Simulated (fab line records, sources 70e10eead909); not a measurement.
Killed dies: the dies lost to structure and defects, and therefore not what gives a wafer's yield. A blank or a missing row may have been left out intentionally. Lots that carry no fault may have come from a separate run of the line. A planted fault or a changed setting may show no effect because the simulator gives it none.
What tool caused it? + flow nand harc + 33 wafers from 11 lots sampled at 6 of the route's 1302 steps

== WHAT EACH GAUGE READ, for each wafer ==
NHARC_P_ZERO_WELL_CD_MEAS_52: target cd 2000 nm. Usual: cd nm reads 2000.5 nm (standard deviation 1.2).
| lot  | measured     | on        | cd nm (nm)           | flag |
|------|--------------|-----------|----------------------|------|
| L137 | day 2 03:20  | cd sem-02 | 2001.1 2001.1 2000.8 |      |
| L138 | day 2 12:04  | cd sem-02 | 1999.7 1999.5 1998.4 |      |
| L140 | day 3 07:55  | cd sem-03 | 1999.5 1999.9 2000.7 |      |
| L141 | day 3 17:40  | cd sem-02 | 1850.7 1848.2 1849.8 | OFF  |
| L146 | day 5 20:12  | cd sem-02 | 2001.7 2001.2 2000.8 |      |
| L152 | day 8 08:04  | cd sem-01 | 2000.1 2001.9 2002.8 |      |
| L154 | day 9 03:36  | cd sem-01 | 2001.1 2000.1 2000.3 |      |
| L156 | day 9 23:44  | cd sem-02 | 1999.8 1999.2 1999.8 |      |
| L157 | day 10 09:52 | cd sem-03 | 1999.8 2002.0 2001.7 |      |
| L158 | day 10 20:47 | cd sem-02 | 2000.6 2000.6 1999.0 |      |
| L160 | day 11 15:52 | cd sem-03 | 1998.5 1999.9 2001.1 |      |

NHARC_P_STI_INSPECT_25. Usual: raw defect count reads 223 (standard deviation 78).
| lot  | measured     | on                | raw defect count | flag |
|------|--------------|-------------------|------------------|------|
| L137 | day 4 01:10  | defect inspect-01 | 87 165 143       |      |
| L138 | day 4 17:38  | defect inspect-02 | 255 323 142      |      |
| L140 | day 5 07:16  | defect inspect-01 | 169 115 132      |      |
| L141 | day 5 15:16  | defect inspect-01 | 346 228 284      |      |
| L146 | day 8 01:38  | defect inspect-01 | 164 277 188      |      |
| L152 | day 10 03:19 | defect inspect-02 | 128 163 178      |      |
| L154 | day 10 19:16 | defect inspect-01 | 334 275 329      |      |
| L156 | day 11 21:13 | defect inspect-01 | 264 288 237      |      |
| L157 | day 12 13:38 | defect inspect-01 | 131 138 172      |      |
| L158 | day 12 17:47 | defect inspect-01 | 204 154 147      |      |
| L160 | day 13 10:41 | defect inspect-01 | 258 230 325      |      |

NHARC_END_SORT_01. Usual: killed at array 62, standard deviation 16; killed at other 0.8, standard deviation 1.1; killed at periphery 4, standard deviation 3.2; killed dies 67, standard deviation 16; killed open 3.5, standard deviation 1.9; killed short 2.1, standard deviation 1.5.
| lot  | measured     | on        | killed at array | killed at other | killed at periphery | killed dies | killed open | killed short | flag |
|------|--------------|-----------|-----------------|-----------------|---------------------|-------------|-------------|--------------|------|
| L141 | day 25 18:08 | prober-01 | 85              | 0               | 6                   | 91          | 3           | 2            |      |

== WHICH TOOL RAN EACH LOT (tool, then ch and the chambers of the sampled wafers, then the start) ==
| lot  | NHARC_P_ZERO_WELL_ETCH_65          | NHARC_P_ZERO_WELL_EXPOSE_49       | NHARC_P_GATE_HM_DEP_102       |
|------|------------------------------------|-----------------------------------|-------------------------------|
| L137 | rie diel-02 ch 0,2, day 1 21:36    | krf scanner-01 ch 0, day 2 03:11  | acl dep-02 ch 0, day 4 23:07  |
| L138 | rie diel-02 ch 0,2,3, day 2 07:36  | krf scanner-03 ch 0, day 2 11:55  | acl dep-01 ch 0, day 5 15:18  |
| L140 | rie diel-02 ch 0,3, day 3 03:21    | krf scanner-01 ch 0, day 3 07:46  | acl dep-02 ch 0, day 6 04:46  |
| L141 | rie diel-02 ch 1,2,3, day 3 13:29  | krf scanner-01 ch 0, day 3 17:30  | acl dep-03 ch 0, day 6 13:50  |
| L146 | rie diel-02 ch 1,2, day 5 15:40    | krf scanner-04 ch 0, day 5 20:03  | acl dep-03 ch 0, day 9 03:55  |
| L152 | rie diel-04 ch 0,2,3, day 8 03:30  | krf scanner-01 ch 0, day 8 07:55  | acl dep-03 ch 0, day 11 01:34 |
| L154 | rie diel-02 ch 0,2,3, day 8 23:29  | krf scanner-03 ch 0, day 9 03:27  | acl dep-01 ch 0, day 11 19:55 |
| L156 | rie diel-11 ch 2,3, day 9 19:30    | krf scanner-01 ch 0, day 9 23:35  | acl dep-01 ch 0, day 12 19:08 |
| L157 | rie diel-11 ch 1,2,3, day 10 05:29 | krf scanner-04 ch 0, day 10 09:43 | acl dep-01 ch 0, day 13 11:05 |
| L158 | rie diel-02 ch 0,1,2, day 10 15:22 | krf scanner-01 ch 0, day 10 20:38 | acl dep-01 ch 0, day 13 14:59 |
| L160 | rie diel-02 ch 1,3, day 11 11:29   | krf scanner-01 ch 0, day 11 15:42 | acl dep-02 ch 0, day 14 08:08 |
- NHARC_P_ZERO_WELL_ETCH_65: etches the open film in N2/H2, target depth 80 nm, overetch 24 nm, time 87.88 s.
- NHARC_P_ZERO_WELL_EXPOSE_49: exposes mask P HVPW, target cd 2000 nm.
- NHARC_P_GATE_HM_DEP_102: deposits aC, target thk 120 nm.

== AS READ BY THE TOOLS THEMSELVES (means over the sampled wafers that have a number; for cases with no such wafer, the mark the record gives instead) ==
NHARC_P_ZERO_WELL_ETCH_65. Usual: bias w 150.1 W, standard deviation 0.45; drypump motor current A 5.63 A, standard deviation 0.29; mfc ar sccm 0.017 sccm, standard deviation 0.015; oes product au 0.999 a.u., standard deviation 0.0079; rf fwd power W 397.4 W, standard deviation 1.5; rf vpp V 430.6 V, standard deviation 2.8; showerhead plenum p Torr 2.05 Torr, standard deviation 0.1; throttle valve pct 14.171 %, standard deviation 0.0086.
| lot  | tool        | bias w (W) | drypump motor current A (A) | mfc ar sccm (sccm) | oes product au (a.u.) | rf fwd power W (W) | rf vpp V (V) | showerhead plenum p Torr (Torr) | throttle valve pct (%) | flag |
|------|-------------|------------|-----------------------------|--------------------|-----------------------|--------------------|--------------|---------------------------------|------------------------|------|
| L137 | rie diel-02 | 149.6      | 5.88                        | 0.018              | 0.990                 | 397.7              | 429.1        | 1.99                            | 14.167                 |      |
| L138 | rie diel-02 | 150.3      | 5.62                        | 0.021              | 0.995                 | 397.9              | 429.9        | 2.03                            | 14.180                 |      |
| L140 | rie diel-02 | 150.2      | 5.35                        | 0.025              | 0.992                 | 397.7              | 431.2        | 2.07                            | 14.170                 |      |
| L141 | rie diel-02 | 149.9      | 5.68                        | 0.032              | 1.000                 | 397.9              | 431.8        | 2.12                            | 14.171                 |      |
| L146 | rie diel-02 | 149.8      | 5.94                        | 0.028              | 0.994                 | 396.9              | 431.8        | 2.07                            | 14.171                 |      |
| L152 | rie diel-04 | 150.0      | 5.52                        | 0.001              | 1.008                 | 396.2              | 431.9        | 2.09                            | 14.172                 |      |
| L154 | rie diel-02 | 149.9      | 5.63                        | 0.021              | 0.990                 | 398.0              | 429.5        | 2.01                            | 14.172                 |      |
| L156 | rie diel-11 | 149.9      | 5.74                        | 0.027              | 1.000                 | 397.3              | 431.6        | 2.07                            | 14.171                 |      |
| L157 | rie diel-11 | 150.3      | 5.76                        | 0.019              | 1.003                 | 397.5              | 428.7        | 2.01                            | 14.173                 |      |
| L158 | rie diel-02 | 150.1      | 5.81                        | 0.019              | 0.998                 | 397.1              | 430.5        | 2.04                            | 14.180                 |      |
| L160 | rie diel-02 | 150.3      | 5.42                        | 0.035              | 0.994                 | 397.1              | 433.7        | 2.13                            | 14.165                 |      |

NHARC_P_ZERO_WELL_EXPOSE_49. Usual: reticle temp C reads 23.02 C (standard deviation 0.13).
| lot  | tool           | reticle temp C (C) | flag |
|------|----------------|--------------------|------|
| L137 | krf scanner-01 | 22.99              |      |
| L138 | krf scanner-03 | 22.93              |      |
| L140 | krf scanner-01 | 23.05              |      |
| L141 | krf scanner-01 | 23.07              |      |
| L146 | krf scanner-04 | 23.00              |      |
| L152 | krf scanner-01 | 23.14              |      |
| L154 | krf scanner-03 | 22.94              |      |
| L156 | krf scanner-01 | 23.01              |      |
| L157 | krf scanner-04 | 22.94              |      |
| L158 | krf scanner-01 | 22.98              |      |
| L160 | krf scanner-01 | 23.21              |      |

NHARC_P_GATE_HM_DEP_102. Usual: throttle valve pct reads 35.000 % (standard deviation 0.0083).
| lot  | tool       | throttle valve pct (%) | flag |
|------|------------|------------------------|------|
| L137 | acl dep-02 | 35.001                 |      |
| L138 | acl dep-01 | 35.006                 |      |
| L140 | acl dep-02 | 34.998                 |      |
| L141 | acl dep-03 | 35.000                 |      |
| L146 | acl dep-03 | 34.998                 |      |
| L152 | acl dep-03 | 34.992                 |      |
| L154 | acl dep-01 | 35.001                 |      |
| L156 | acl dep-01 | 34.998                 |      |
| L157 | acl dep-01 | 34.996                 |      |
| L158 | acl dep-01 | 34.994                 |      |
| L160 | acl dep-02 | 35.005                 |      |

== THE ANSWER, worked out from the rows above alone ==
Rule: lot off if the mean of its wafers having a number is beyond 3 standard deviations from the usual mean. Also off: a lot with no number at a reading for which 4 or more lots have one. Where the step has rows for the other lots, those lots are counted as sound. Order of review: gauges by route order, followed by the tools' own readings, for which a lot's mean as printed above is used. At the first step where some lot is off, the reading lying furthest off is the one used; lots without a number count as furthest.
Off: L141 (NHARC_P_ZERO_WELL_CD_MEAS_52, cd nm).
If a tool, at a process step before that reading, ran all the lots that are off and no sound lot after the first of them, it fits. Those tools and the gauges at NHARC_P_ZERO_WELL_CD_MEAS_52 are tried in the same way. No candidate that was tried fits.

== WHAT THE SIMULATOR HAD INSERTED ==
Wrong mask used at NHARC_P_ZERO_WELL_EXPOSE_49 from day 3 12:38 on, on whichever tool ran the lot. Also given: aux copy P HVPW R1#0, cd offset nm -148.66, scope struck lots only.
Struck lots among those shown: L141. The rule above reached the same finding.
